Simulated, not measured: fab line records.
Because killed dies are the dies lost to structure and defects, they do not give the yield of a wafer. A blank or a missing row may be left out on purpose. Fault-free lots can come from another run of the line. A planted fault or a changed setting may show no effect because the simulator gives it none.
Chamber matching	flow nandHarc	NHARC_A_STAIRCASE_DESCUM_443 on rieDiel-08 has 4 sister chambers
The step chemistry O2, time 3 s. 8 wafers are shown with their chamber, then 10 later ones without.

## EACH WAFER AND ITS CHAMBER
wafer	chamber	showerheadPlenumPTorr (Torr)	drypumpMotorCurrentA (A)
L078.5	3	1.97	6.0
L080.5	1	1.87	5.2
L081.6	3	1.97	6.0
L087.1	2	2.07	5.7
L087.2	1	1.86	5.2
L087.3	0	1.94	5.5
L088.2	0	1.94	5.5
L088.3	2	2.06	5.6

## WAFERS WITH NO CHAMBER GIVEN
wafer	showerheadPlenumPTorr (Torr)	drypumpMotorCurrentA (A)
L088.6	1.96	6.0
L093.2	1.86	5.2
L093.3	2.06	5.6
L093.5	1.86	5.2
L094.1	1.96	6.0
L094.4	2.06	5.6
L094.6	1.94	5.5
L096.1	1.94	5.6
L096.4	1.85	5.2
L096.6	1.85	5.3

## CHAMBER TAKEN BY EACH
wafer	from the rows above	in truth
L088.6	3	3
L093.2	1	1
L093.3	2	2
L093.5	1	1
L094.1	3	3
L094.4	2	2
L094.6	0	0
L096.1	0	0
L096.4	1	1
L096.6	1	1
Correct placement for 10 of the 10. Left unplaced by these rows: 0. 0 placed wrongly.
How it was worked out, from the rows above alone: a wafer's distance from a chamber is the root of the sum, over the readings, of the square of ((its reading less the chamber's mean) divided by the reading's scatter). If the next closest chamber is less than 2 further off than the closest, the wafer can't be placed; otherwise it belongs to the closest. Each chamber's mean is taken over the wafers shown for it. The scatter is the square root of a quotient: the sum, over the shown wafers, of each reading's squared deviation from its chamber's mean, divided by wafers minus chambers.
